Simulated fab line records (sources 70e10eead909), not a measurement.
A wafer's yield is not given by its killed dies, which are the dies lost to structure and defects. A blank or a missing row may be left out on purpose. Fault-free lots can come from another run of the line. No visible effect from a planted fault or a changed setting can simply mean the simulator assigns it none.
Which of the tools did it?	flow nand harc	42 wafers from 14 lots sampled at 6 of the route's 1302 steps

== WHAT THE GAUGES READ, wafer by wafer ==
NHARC_A_CHANNEL_FILL_D1_INSPECT_13.
lot	measured	on	raw defect count
L214	day 10 15:49	defect inspect-01	453 550 561
L217	day 12 02:02	defect inspect-01	181 122 254
L218	day 12 06:50	defect inspect-02	281 313 285
L219	day 12 18:27	defect inspect-02	287 188 346
L220	day 13 05:47	defect inspect-01	262 419 485
L221	day 13 19:38	defect inspect-01	121 167 115
L223	day 14 11:52	defect inspect-02	371 220 371
L224	day 15 02:26	defect inspect-01	221 140 243
L230	day 17 10:24	defect inspect-01	107 209 133
L232	day 18 05:46	defect inspect-02	573 279 234
L234	day 18 21:46	defect inspect-01	255 215 238
L235	day 19 10:38	defect inspect-02	252 394 309
L236	day 19 22:25	defect inspect-02	356 445 273
L237	day 20 18:17	defect inspect-01	125 133 125

NHARC_A_ONON_D2_THK_MEAS_27: measures by ellipsometry.
lot	measured	on	thk nm (nm)
L214	day 12 12:52	film metro-01	1012 1013 1011
L217	day 13 22:38	film metro-02	1000 999 1000
L218	day 14 06:56	film metro-02	1007 1008 1009
L219	day 14 21:58	film metro-01	995 995 994
L220	day 15 08:44	film metro-02	1014 1013 1012
L221	day 15 19:20	film metro-02	1007 1007 1008
L223	day 16 11:28	film metro-02	975 974 973
L224	day 17 11:25	film metro-01	994 995 994
L230	day 19 15:00	film metro-01	1494 1490 1492
L232	day 20 04:59	film metro-01	1499 1498 1501
L234	day 20 20:48	film metro-01	996 994 994
L235	day 21 12:49	film metro-02	987 986 986
L236	day 21 18:31	film metro-01	989 989 989
L237	day 22 18:55	film metro-02	988 986 986

NHARC_A_CHANNEL_HOLE_D2_CD_MEAS_10 targets a cd of 100 nm.
lot	measured	on	cd nm (nm)
L214	day 12 22:00	cd sem-01	100.0 100.1 100.2
L217	day 14 02:27	cd sem-01	99.8 99.7 100.1
L218	day 14 10:56	cd sem-03	101.2 101.0 100.8
L219	day 15 01:44	cd sem-03	100.3 100.5 99.2
L220	day 15 12:35	cd sem-02	100.5 101.0 100.8
L221	day 16 01:42	cd sem-02	100.4 100.9 101.3
L223	day 16 16:40	cd sem-01	99.8 100.0 100.1
L224	day 17 16:48	cd sem-02	99.6 99.5 99.3
L234	day 21 00:46	cd sem-02	99.3 99.7 100.2
L235	day 21 21:59	cd sem-01	101.0 100.0 100.1
L236	day 22 01:49	cd sem-01	100.8 100.5 99.3
L237	day 22 23:11	cd sem-01	100.2 99.9 99.5

NHARC_A_CHANNEL_HOLE_D2_INSPECT_12.
lot	measured	on	raw defect count
L214	day 12 22:07	defect inspect-02	49 64 36
L217	day 14 02:35	defect inspect-02	6 6 3
L218	day 14 11:03	defect inspect-01	6 6 2
L219	day 15 01:52	defect inspect-02	4 6 7
L220	day 15 12:43	defect inspect-01	14 10 5
L221	day 16 01:49	defect inspect-01	10 6 8
L223	day 16 16:47	defect inspect-02	5 8 8
L224	day 17 16:56	defect inspect-02	15 10 9
L234	day 21 00:53	defect inspect-01	55 56 67
L235	day 21 22:06	defect inspect-01	27 26 25
L236	day 22 01:56	defect inspect-01	13 12 6
L237	day 22 23:18	defect inspect-02	26 30 25

NHARC_END_SORT_01.
lot	measured	on	killed at array	killed at other	killed at periphery	killed dies	killed open	killed short
L230	day 31 01:29	prober-02	670 668 673	0 2 1	7 7 3	677 677 677	4 2 3	3 2 2
L232	day 31 19:05	prober-01	676 671 672	0 1 1	1 5 4	677 677 677	5 1 0	5 6 2

== WHAT TOOL EACH LOT RAN ON (gives the tool, then ch and the chambers of the sampled wafers, and finally the start) ==
lot	NHARC_A_ONON_D2_DEP_25
L214	pecvd onon-02 ch 0, day 12 12:22
L217	pecvd onon-02 ch 0, day 13 22:08
L218	pecvd onon-01 ch 0, day 14 06:28
L219	pecvd onon-01 ch 0, day 14 21:28
L220	pecvd onon-01 ch 0, day 15 08:16
L221	pecvd onon-02 ch 0, day 15 19:01
L223	pecvd onon-03 ch 0, day 16 11:01
L224	pecvd onon-01 ch 0, day 17 10:55
L230	pecvd onon-03 ch 0, day 19 14:29
L232	pecvd onon-03 ch 0, day 20 04:30
L234	pecvd onon-01 ch 0, day 20 20:17
L235	pecvd onon-02 ch 0, day 21 12:22
L236	pecvd onon-01 ch 0, day 21 18:03
L237	pecvd onon-03 ch 0, day 22 18:24
- NHARC_A_ONON_D2_DEP_25: target thk 1000 nm.

== WHAT THE TOOLS THEMSELVES READ (means of the sampled wafers that have a number; where no wafer has one, the mark that the record gives instead) ==
The record holds no such reading with a usual standard deviation.

== THE ANSWER, worked out from the rows above alone ==
Rule: the lots themselves supply what counts as usual. The widest of any qualifying gaps counts: lots, ordered by their means at a reading, are off when they make up no more than a third of the lots, leave a main group of 4 or more, and stand apart from it by 3 or more times the standard deviation of that group's means. If all means in a main group match to the digits the tables above print for the reading, that group is not used. A lot without any number at a reading at which 4 lots or more have one is off too. Where the step has rows for the other lots, those lots are counted as sound. First the gauges in route order, then the tools' own readings, where a lot's mean is used as printed above. The first step at which some lot is off is used, and at that step the reading that is off furthest; a lot without a number counts as furthest.
Off, at NHARC_A_ONON_D2_THK_MEAS_27 on thk nm: L230, L232. The main group: mean 997 nm, standard deviation 11.
A tool fits if, at a process step before that reading, it ran every lot that is off, and no sound lot after the first of them. Those tools and the gauges at NHARC_A_ONON_D2_THK_MEAS_27 are tried in the same way. No candidate that was tried fits.

== WHAT THE SIMULATOR PUT IN ==
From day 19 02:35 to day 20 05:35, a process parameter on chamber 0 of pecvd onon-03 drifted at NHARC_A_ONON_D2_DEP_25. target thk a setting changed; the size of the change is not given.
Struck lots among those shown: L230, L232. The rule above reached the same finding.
